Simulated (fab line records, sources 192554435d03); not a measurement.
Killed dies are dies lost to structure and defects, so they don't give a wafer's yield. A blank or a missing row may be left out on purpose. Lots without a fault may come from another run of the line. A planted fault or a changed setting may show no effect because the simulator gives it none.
Chamber matching | flow n5_finfet | N5_BEOL_M2_PECVD_72 on pecvd-03: 3 sister chambers
The step deposits SiO2 from TEOS/O2, target thk 16 nm, time 18 s. 6 wafers are shown with their chamber, then 12 later ones without.

WAFERS WITH THEIR CHAMBER
wafer  | chamber | throttle_valve_pct (%) | showerhead_plenum_p_Torr (Torr)
L082.1 | 2       | 20.9                   | 8.83
L082.4 | 2       | 21.1                   | 8.81
L082.5 | 1       | 21.4                   | 8.86
L083.2 | 0       | 22.8                   | 8.72
L083.4 | 1       | 21.3                   | 8.85
L083.6 | 0       | 23.1                   | 8.75

WAFERS WITHOUT THEIR CHAMBER
wafer  | throttle_valve_pct (%) | showerhead_plenum_p_Torr (Torr)
L084.2 | 20.8                   | 8.82
L084.5 | 21.3                   | 8.86
L084.6 | 21.0                   | 8.84
L088.2 | 22.9                   | 8.73
L088.3 | 21.4                   | 8.87
L088.4 | 21.2                   | 8.85
L089.1 | 23.1                   | 8.74
L089.4 | 21.5                   | 8.88
L089.6 | 23.2                   | 8.74
L095.2 | 23.4                   | 8.73
L095.5 | 21.5                   | 8.88
L095.6 | 21.0                   | 8.83

WHICH CHAMBER EACH WENT THROUGH
wafer  | from the rows above     | in truth
L084.2 | 2                       | 2
L084.5 | 1                       | 1
L084.6 | can't be placed: 2 or 1 | 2
L088.2 | 0                       | 0
L088.3 | 1                       | 1
L088.4 | can't be placed: 1 or 2 | 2
L089.1 | 0                       | 0
L089.4 | 1                       | 1
L089.6 | 0                       | 0
L095.2 | 0                       | 0
L095.5 | 1                       | 1
L095.6 | 2                       | 2
Placed correctly: 10 of 12. Can't be placed from these rows: 2 (the true chamber is among the candidates in 2). Placed wrongly: 0.
How it was worked out, from the rows above alone: a wafer's distance from a chamber is the root of the sum, over the readings, of the square of ((its reading less the chamber's mean) divided by the reading's scatter). The wafer belongs to the nearest chamber; if the next one is less than 2 further off, it can't be placed. A chamber's mean is the mean of its shown wafers. The scatter: the root of (the sum of the squares of (reading less its chamber's mean) over the shown wafers, divided by (wafers less chambers)).
